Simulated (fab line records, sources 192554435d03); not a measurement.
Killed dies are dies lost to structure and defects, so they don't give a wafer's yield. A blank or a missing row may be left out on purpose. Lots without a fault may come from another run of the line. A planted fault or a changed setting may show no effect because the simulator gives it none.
Split-lot experiment | flow n5_finfet | 7 lots, 21 wafers read, on a route of 1938 steps

THE SPLIT
At N5_WELL_APT_COAT_02 (resist thk 950 nm), the setting spin_rpm was moved away from the recipe's 1357 rpm on 6 of the 21 wafers read, by -9.2% to +6.6%. The other wafers ran this setting at the recipe's value.

The reading is taken at the split's own step.

THE READING
coat_of_WELL_APT_COAT_02.thk_nm (the simulator's own value, which no gauge read), in nm, at N5_WELL_APT_COAT_02 (resist thk 950 nm). The file gives no usual value for it. The 15 wafers here that ran the recipe average 948.9 nm, standard deviation 2.5 nm.

wafer  | tool, chamber at the split | spin_rpm as run, rpm | against the recipe | coat_of_WELL_APT_COAT_02.thk_nm, nm | against lot-mates on the recipe
L076.2 | litho_track-05, 0          | 1357                 | recipe             | 949.6                               | -
L076.5 | litho_track-05, 0          | 1357                 | recipe             | 944.9                               | -
L076.6 | litho_track-05, 0          | 1357                 | recipe             | 949.7                               | -
L077.1 | litho_track-05, 0          | 1357                 | recipe             | 949.6                               | -
L077.2 | litho_track-05, 0          | 1357                 | recipe             | 950.9                               | -
L077.4 | litho_track-05, 0          | 1357                 | recipe             | 950.6                               | -
L082.1 | litho_track-01, 0          | 1272                 | -6.3%              | 979.6                               | +35.0
L082.4 | litho_track-01, 0          | 1357                 | recipe             | 944.6                               | -
L082.5 | litho_track-01, 0          | 1357                 | recipe             | 944.6                               | -
L083.2 | litho_track-04, 0          | 1446                 | +6.6%              | 918.3                               | -30.0
L083.3 | litho_track-04, 0          | 1446                 | +6.6%              | 921.9                               | -26.4
L083.5 | litho_track-04, 0          | 1357                 | recipe             | 948.3                               | -
L090.1 | litho_track-01, 0          | 1357                 | recipe             | 950.5                               | -
L090.2 | litho_track-01, 0          | 1357                 | recipe             | 952.9                               | -
L090.5 | litho_track-01, 0          | 1357                 | recipe             | 949.5                               | -
L094.3 | litho_track-01, 0          | 1357                 | recipe             | 950.7                               | -
L094.4 | litho_track-01, 0          | 1357                 | recipe             | 950.5                               | -
L094.6 | litho_track-01, 0          | 1357                 | recipe             | 946.6                               | -
L096.1 | litho_track-05, 0          | 1232                 | -9.2%              | 998.7                               | no lot-mate on the recipe
L096.2 | litho_track-05, 0          | 1232                 | -9.2%              | 997.1                               | no lot-mate on the recipe
L096.5 | litho_track-05, 0          | 1232                 | -9.2%              | 999.7                               | no lot-mate on the recipe

THE FIT
A straight line over all 21 wafers: coat_of_WELL_APT_COAT_02.thk_nm changes by -5.07 nm for each +1% of spin_rpm; r = -0.99; the points scatter about the line by 2.9 nm.
The same after taking each lot's own level away (the mean of its wafers on the recipe; 18 wafers): -4.74 nm for each +1%; r = -0.99; scatter 2.2 nm.
On that fit, the largest move of spin_rpm shifts the reading by 44 nm.
The lots' own levels span 944.60 to 950.97 nm, that is 2.6 times the standard deviation above.
So the lot-to-lot level changes the slope little: the two slopes agree.
Check: with one of the wafers moved furthest among these (+6.6%) left out of the fit, the line predicts -30.7 nm for it against its lot-mates. It came out at -30 nm against them.

OTHER SPLITS ON THESE WAFERS
These wafers also went through other splits before the reading. Each is held against what the fit with the lots' levels taken away leaves over:
other split on the same wafers | wafers away from the commonest value | r with coat_of_WELL_APT_COAT_02.thk_nm (lot level and that fit taken away)
N5_ZERO_LAYER_COAT_05 spin_rpm | 4                                    | +0.00
N5_ZERO_LAYER_ETCH_18 bias_w   | 7                                    | -0.45

THE FILE'S OWN FIT
coat_of_WELL_APT_COAT_02.thk_nm changes by -4.91 nm for each +1% of spin_rpm, r = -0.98.
